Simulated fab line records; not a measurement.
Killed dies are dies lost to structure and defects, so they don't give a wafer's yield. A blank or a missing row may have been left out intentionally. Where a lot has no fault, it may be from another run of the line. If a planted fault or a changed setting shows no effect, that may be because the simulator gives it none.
Matching of chambers :: flow n5-finfet :: 4 sister chambers for N5_BEOL_M8_DESCUM_16 on rie-diel-05
The step chemistry O2, time 7.9 s. 8 wafers are shown with their chamber, then 11 later ones without.

WAFERS PAIRED WITH THEIR CHAMBERS
wafer: L083.5
chamber: 3
showerhead-plenum-p-Torr (Torr): 2.20
drypump-motor-current-A (A): 5.2

wafer: L085.3
chamber: 0
showerhead-plenum-p-Torr (Torr): 2.03
drypump-motor-current-A (A): 5.8

wafer: L085.5
chamber: 2
showerhead-plenum-p-Torr (Torr): 2.14
drypump-motor-current-A (A): 6.5

wafer: L085.6
chamber: 1
showerhead-plenum-p-Torr (Torr): 2.03
drypump-motor-current-A (A): 5.7

wafer: L088.1
chamber: 3
showerhead-plenum-p-Torr (Torr): 2.20
drypump-motor-current-A (A): 5.2

wafer: L088.3
chamber: 2
showerhead-plenum-p-Torr (Torr): 2.14
drypump-motor-current-A (A): 6.5

wafer: L088.4
chamber: 1
showerhead-plenum-p-Torr (Torr): 2.03
drypump-motor-current-A (A): 5.7

wafer: L090.1
chamber: 0
showerhead-plenum-p-Torr (Torr): 2.02
drypump-motor-current-A (A): 5.7

WAFERS WITHOUT THEIR CHAMBER
wafer: L090.3
showerhead-plenum-p-Torr (Torr): 2.14
drypump-motor-current-A (A): 6.5

wafer: L090.5
showerhead-plenum-p-Torr (Torr): 2.02
drypump-motor-current-A (A): 5.6

wafer: L092.1
showerhead-plenum-p-Torr (Torr): 2.02
drypump-motor-current-A (A): 5.8

wafer: L092.2
showerhead-plenum-p-Torr (Torr): 2.02
drypump-motor-current-A (A): 5.6

wafer: L092.3
showerhead-plenum-p-Torr (Torr): 2.14
drypump-motor-current-A (A): 6.5

wafer: L094.3
showerhead-plenum-p-Torr (Torr): 2.02
drypump-motor-current-A (A): 5.8

wafer: L094.5
showerhead-plenum-p-Torr (Torr): 2.13
drypump-motor-current-A (A): 6.5

wafer: L094.6
showerhead-plenum-p-Torr (Torr): 2.02
drypump-motor-current-A (A): 5.6

wafer: L096.1
showerhead-plenum-p-Torr (Torr): 2.13
drypump-motor-current-A (A): 6.6

wafer: L096.4
showerhead-plenum-p-Torr (Torr): 2.13
drypump-motor-current-A (A): 6.5

wafer: L096.5
showerhead-plenum-p-Torr (Torr): 2.02
drypump-motor-current-A (A): 5.6

CHAMBER TAKEN BY EACH
wafer: L090.3
from the rows above: 2
in truth: 2

wafer: L090.5
from the rows above: can't be placed: 1 or 0
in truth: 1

wafer: L092.1
from the rows above: 0
in truth: 0

wafer: L092.2
from the rows above: can't be placed: 1 or 0
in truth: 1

wafer: L092.3
from the rows above: 2
in truth: 2

wafer: L094.3
from the rows above: 0
in truth: 0

wafer: L094.5
from the rows above: 2
in truth: 2

wafer: L094.6
from the rows above: can't be placed: 1 or 0
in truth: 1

wafer: L096.1
from the rows above: 2
in truth: 2

wafer: L096.4
from the rows above: 2
in truth: 2

wafer: L096.5
from the rows above: can't be placed: 1 or 0
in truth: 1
Correctly placed: 7 of 11. These rows do not allow placing 4 (true chamber among the candidates in 4). Number placed wrongly: 0.
How it was worked out, from the rows above alone: a wafer's distance from a chamber is the root of the sum, over the readings, of the square of ((its reading less the chamber's mean) divided by the reading's scatter). The wafer belongs to the nearest chamber; if the next one is less than 2 further off, it can't be placed. The mean given for a chamber averages the wafers shown for that chamber. The scatter: take each reading less its chamber's mean, square it, sum over the shown wafers, divide by the number of wafers less the number of chambers, and take the root.
